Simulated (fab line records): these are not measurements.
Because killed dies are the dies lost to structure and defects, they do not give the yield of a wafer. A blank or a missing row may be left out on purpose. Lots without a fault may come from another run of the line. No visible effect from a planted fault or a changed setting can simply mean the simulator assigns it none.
Split-lot experiment | flow n5_finfet | on a route of 1938 steps: 7 lots, 21 wafers read

## SPLIT DETAILS
At N5_BEOL_M10_TRENCH_ETCH_37 (etches SiCOH lowk in C4F6/O2, target depth 148.83 nm, time 48 s), the setting time_s was moved away from the recipe's 48 s on 6 of the 21 wafers read, by -17.2% to +13.3%. This setting was run at the recipe's value on the other wafers.

## FROM THE SPLIT TO THE READING: what the file shows between them, 11 steps
- N5_BEOL_M10_ETCH_41: etches SiCN in CH3F/O2, target depth 42.6 nm, time 86 s
- N5_BEOL_M10_STRIP_77: strips in N2/H2, time 10 s
- N5_BEOL_M10_OCD_MEAS_38
- N5_BEOL_M10_HM_STRIP_39: strips TiN in peroxide tin strip, target depth 25 nm, time 158 s
- N5_BEOL_M10_SRD_40: time 30 s
- N5_BEOL_M10_ECD_50: material Cu, target thk 318 nm
- N5_BEOL_M10_ANNEAL_51: time 90 s
- N5_BEOL_M10_CMP_52: polishes, stops on SiCOH lowk, t overpolish 7 s, target thk 140 nm
- N5_BEOL_M10_THK_MEAS_53: measures by xrf
- N5_BEOL_M10_PRE_CLEAN_55: time 15 s
- N5_BEOL_M10_DEP_56: deposits SiCN from 3MS/NH3, target thk 15 nm, time 26.5 s

## THE READING
At N5_BEOL_M10_RS_MEAS_57, a four-point-probe measurement gives M10_RS in ohm/sq. Fault-free wafers of this fab line usually give 0.150 ohm/sq, standard deviation 0.0047 ohm/sq.

wafer  | tool, chamber at the split | time_s as run, s | against the recipe | M10_RS, ohm/sq | against lot-mates on the recipe
L074.2 | rie_diel-04, 2             | 48               | recipe             | 0.147          | -
L074.4 | rie_diel-04, 0             | 48               | recipe             | 0.144          | -
L074.5 | rie_diel-04, 2             | 48               | recipe             | 0.145          | -
L079.1 | rie_diel-01, 3             | 48               | recipe             | 0.153          | -
L079.2 | rie_diel-01, 2             | 48               | recipe             | 0.153          | -
L079.6 | rie_diel-01, 1             | 48               | recipe             | 0.151          | -
L086.2 | rie_diel-06, 2             | 48               | recipe             | 0.145          | -
L086.5 | rie_diel-06, 2             | 48               | recipe             | 0.145          | -
L086.6 | rie_diel-06, 1             | 48               | recipe             | 0.142          | -
L088.2 | rie_diel-04, 3             | 48               | recipe             | 0.153          | -
L088.4 | rie_diel-04, 3             | 48               | recipe             | 0.153          | -
L088.6 | rie_diel-04, 1             | 48               | recipe             | 0.151          | -
L087.1 | rie_diel-04, 3             | 39.74            | -17.2%             | 0.191          | +0.043
L087.3 | rie_diel-04, 0             | 39.74            | -17.2%             | 0.186          | +0.038
L087.4 | rie_diel-04, 0             | 48               | recipe             | 0.148          | -
L090.3 | rie_diel-06, 2             | 54.39            | +13.3%             | 0.123          | -0.016
L090.5 | rie_diel-06, 1             | 48               | recipe             | 0.139          | -
L090.6 | rie_diel-06, 2             | 54.39            | +13.3%             | 0.124          | -0.015
L089.1 | rie_diel-04, 1             | 40.89            | -14.8%             | 0.183          | +0.031
L089.3 | rie_diel-04, 3             | 40.89            | -14.8%             | 0.185          | +0.033
L089.5 | rie_diel-04, 1             | 48               | recipe             | 0.152          | -

THE FIT
A straight line over all 21 wafers: M10_RS changes by -0.00222 ohm/sq for each +1% of time_s; r = -0.97; the points scatter about the line by 0.0044 ohm/sq.
The same after taking each lot's own level away (the mean of its wafers on the recipe; 21 wafers): -0.00193 ohm/sq for each +1%; r = -0.97; scatter 0.0039 ohm/sq.
Per that fit: largest time_s move, reading shift of 0.033 ohm/sq.
The span of the lots' own levels, 0.1390 to 0.1523 ohm/sq, comes to 2.8 times the standard deviation stated above.
So the lot-to-lot level changes the slope: the two fits differ.
Check: +0.033 ohm/sq against its lot-mates is what the line predicts for one of the wafers moved furthest among these (-17.2%) when that wafer is left out of the fit. It came out at +0.043 ohm/sq against them.

## THE OTHER SPLITS THESE WAFERS WENT THROUGH
These wafers also went through other splits before the reading. Each is held against what the fit with the lots' levels taken away leaves over:
other split on the same wafers | wafers away from the commonest value | r with M10_RS (lot level and that fit taken away)
N5_BEOL_M10_VIA_ETCH_34 time_s | 4                                    | +0.01

## THE WHOLE CHAIN: every reading that the file lists as answering this split, in the file's order
step                       | what it does                                                       | reading                                                                       | change (the file's fit)              | r (the file's)
N5_BEOL_M10_TRENCH_ETCH_37 | etches SiCOH lowk in C4F6/O2, target depth 148.83 nm, time 48 s    | BEOL_M10.feature_depth_nm (the simulator's own value, which no gauge read)    | +1.49 nm for each +1% of the setting | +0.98
N5_BEOL_M10_TRENCH_ETCH_37 | etches SiCOH lowk in C4F6/O2, target depth 148.83 nm, time 48 s    | etch.depth_nm (the simulator's own value, which no gauge read)                | +1.49 nm for each +1% of the setting | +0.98
N5_BEOL_M10_OCD_MEAS_38    |                                                                    | trench_depth_nm                                                               | +1.5 nm for each +1% of the setting  | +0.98
N5_BEOL_M10_CMP_52         | polishes, stops on SiCOH lowk, t overpolish 7 s, target thk 140 nm | Cu_of_BEOL_M10_ECD_50.thk_nm (the simulator's own value, which no gauge read) | +1.52 nm for each +1% of the setting | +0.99
N5_BEOL_M10_THK_MEAS_53    | measures by xrf                                                    | M10_THK                                                                       | +1.53 for each +1% of the setting    | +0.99
N5_BEOL_M10_RS_MEAS_57     | measures by four-point-probe                                       | M10_RS                                                                        | -0.00201 for each +1% of the setting | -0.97

## FILE'S OWN FIT
M10_RS changes by -0.00201 ohm/sq for each +1% of time_s, r = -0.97.
